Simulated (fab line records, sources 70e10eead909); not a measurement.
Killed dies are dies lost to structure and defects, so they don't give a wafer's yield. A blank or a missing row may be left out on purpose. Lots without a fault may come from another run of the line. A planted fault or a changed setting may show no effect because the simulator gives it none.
Chamber matching | flow nand_harc | NHARC_A_STAIRCASE_TRIM_196 on rie_diel-08: 4 sister chambers
The step chemistry O2, time 211.2 s. 4 wafers are shown with their chamber, then 12 later ones without.

WAFERS WITH THEIR CHAMBER
wafer  | chamber | showerhead_plenum_p_Torr (Torr)
L088.5 | 3       | 3.37
L088.2 | 2       | 3.58
L088.4 | 1       | 3.42
L088.6 | 0       | 3.52

WAFERS WITHOUT THEIR CHAMBER
wafer  | showerhead_plenum_p_Torr (Torr)
L091.2 | 3.58
L091.3 | 3.36
L091.4 | 3.52
L092.1 | 3.41
L092.2 | 3.52
L092.3 | 3.36
L092.4 | 3.57
L092.5 | 3.41
L092.6 | 3.52
L097.2 | 3.41
L097.3 | 3.51
L097.6 | 3.51

WHICH CHAMBER EACH WENT THROUGH
wafer  | from the rows above | in truth
L091.2 | 2                   | 2
L091.3 | 3                   | 3
L091.4 | 0                   | 0
L092.1 | 1                   | 1
L092.2 | 0                   | 0
L092.3 | 3                   | 3
L092.4 | 2                   | 2
L092.5 | 1                   | 1
L092.6 | 0                   | 0
L097.2 | 1                   | 1
L097.3 | 0                   | 0
L097.6 | 0                   | 0
Placed correctly: 12 of 12. Can't be placed from these rows: 0. Placed wrongly: 0.
How it was worked out, from the rows above alone: a wafer's distance from a chamber is the root of the sum, over the readings, of the square of ((its reading less the chamber's mean) divided by the reading's scatter). The wafer belongs to the nearest chamber; if the next one is less than 2 further off, it can't be placed. A chamber's mean is the mean of its shown wafers. The scatter: with one shown wafer a chamber, the root of the mean of the squares of how far each hidden wafer lies from its nearest shown one.
